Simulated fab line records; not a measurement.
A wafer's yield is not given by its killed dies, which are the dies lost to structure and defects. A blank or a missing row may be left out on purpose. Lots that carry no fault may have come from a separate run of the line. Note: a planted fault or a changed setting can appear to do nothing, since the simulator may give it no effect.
Comparing a struck lot with a sound one	flow n5 finfet	37 steps out of a route of 1938
Sound: wafers L450.2, L450.3, L450.5. Struck: wafers L438.2, L438.5. (L438.3 of the same lot was not struck and is left out.) The cause comes at the end.
At each step with rows: each side's tool, then ch and its chambers, then its first start. Under that, the readings that differ: sound wafers	struck wafers	difference of the means	sigmas: that difference in standard deviations of wafers without a fault.
alike: readings with means less than 2 such deviations apart, plus words and numbers identical on both sides. not compared: withheld readings, readings lacking a value on some wafer, bounds such as >300 that could conceal the same value, and numbers that have no deviation in the record and whose values overlap.
Wherever a step has rows on one side only, a row that says differs or no value, or a row with sigmas, the two part there. Numbers that don't overlap but have no deviation are shown without sigmas and don't part them. Lack of a reading on every wafer of one side parts them only where that side has two or more wafers.

first, 9 steps without rows for these wafers: N5_SDB_SOFTBAKE_06 (time 60 s); N5_SDB_EXPOSE_08 (exposes mask SDB); N5_SDB_PEB_09 (peb time 60 s); N5_SDB_DEVELOP_10 (develop time 30 s); N5_SDB_DESCUM_16 (chemistry O2, time 7.9 s); N5_SDB_ETCH_17 (etches SiARC in CF4, target depth 23.4 nm, time 39 s); N5_SDB_ETCH_18 (etches SOC in N2/H2, target depth 100 nm, overetch 20 nm, time 150 s); N5_SDB_STRIP_19 (strips in N2/H2); N5_SDB_STRIP_21 (strips in CF4).
N5_SDB_HM_OPEN_20: chemistry CH3F/O2, target SiNx, stops on poly-Si, target depth 24 nm.
  sound on rie diel-04 ch 1,2,3, day 9 13:37; struck on rie diel-04 ch 0, day 6 16:04
reading	sound	struck	difference	sigmas
rf vpp V (V)	297 303 301	294 293	-7	-2
showerhead plenum p Torr (Torr)	2.07 2.13 2.13	1.95 1.95	-0.16	-2
throttle valve pct (%)	16.78 16.44 16.30	15.95 15.95	-0.56	-2
  alike: drypump motor current A, mfc ar sccm, oes_o_777_au, oes product au
  not compared: rf hours counter h
then, 26 steps without rows for these wafers: N5_SDB_STRIP_22 (strips in N2/H2); N5_SDB_PRECLEAN_23 (cleans in dHF, time 30 s); N5_SDB_DUMMY_REMOVE_24 (chemistry TMAH, target poly-Si, stops on SiO2, target depth 142 nm, time 57 s, rinse time 30 s); N5_SDB_ETCH_25 (etches SiO2 in C4F6/O2, target depth 10 nm, time 3.3 s); N5_SDB_CUT_ETCH_26 (etches Si in HBr/Cl2/O2, target depth 129.6 nm, bt time 20 s, time 51.8 s); N5_SDB_PRECLEAN_38 (cleans in dHF, time 10 s); N5_SDB_PRECLEAN_39 (cleans in O3/DIW, time 45 s); N5_SDB_SRD_28 (time 30 s); N5_SDB_ALD_29 (deposits SiNx, target thk 30 nm, pulse time 1 s, ald cycles 600); N5_SDB_CMP_30 (polishes, stops on poly-Si, t overpolish 1.54 s, target thk 30 nm); N5_DUMMY_REMOVAL_HM_STRIP_01 (strips SiNx in CH3F/O2, stops on poly-Si, target depth 4 nm, time 6.8 s); N5_DUMMY_REMOVAL_STRIP_10 (strips in N2/H2, time 40 s); N5_DUMMY_REMOVAL_PRECLEAN_07 (cleans in dHF, time 30 s); N5_DUMMY_REMOVAL_DUMMY_REMOVE_02 (chemistry TMAH, target poly-Si, stops on SiO2, target depth 142 nm, time 57 s, rinse time 30 s); N5_DUMMY_REMOVAL_PRECLEAN_08 (cleans in NF3:NH3, afs cycles 2, time 20 s, sublimation time 60 s); N5_DUMMY_REMOVAL_PRECLEAN_04 (cleans in DHF, time 37 s); N5_DUMMY_REMOVAL_SRD_05 (time 30 s); N5_HKMG_FIN_IL_REGROW_00 (material SiO2, chemistry O3, target thk 0.75 nm, time 30 s); N5_HKMG_FIN_HK_ALD_01 (deposits HfO2, target thk 1.6 nm, pulse time 3 s, purge time 3 s); N5_HKMG_FIN_HK_ANNEAL_02 (time 30 s); N5_HKMG_FIN_ALD_74 (deposits La2O3, target thk 0.5 nm, pulse time 6 s, co reactant pulse time 1 s); N5_HKMG_FIN_ALD_75 (deposits Al2O3, target thk 1 nm, co reactant pulse time 1 s); N5_HKMG_FIN_COAT_41 (time 60 s, resist thk 300 nm); N5_HKMG_FIN_COAT_42 (time 60 s, resist thk 35 nm); N5_HKMG_FIN_COAT_43 (resist thk 90 nm); N5_HKMG_FIN_EBR_45.
-- a jump in the record: the struck wafers' starts before and after are 10 days apart (it breaks off in module HKMG_FIN and resumes in module PASSIVATION, where the first step shown is number 1936 of the route) --
N5_PASSIVATION_PROBE_49:
  only the struck wafers here have rows in the record (prober-01, day 16 07:05); the sound ones have none

## WHERE THEY PART
Last at N5_PASSIVATION_PROBE_49 as far as this record goes, first at N5_SDB_HM_OPEN_20.

WHY: what the simulator had put in
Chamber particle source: rie diel-04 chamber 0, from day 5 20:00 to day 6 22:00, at N5_SDB_HM_OPEN_20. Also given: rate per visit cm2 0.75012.
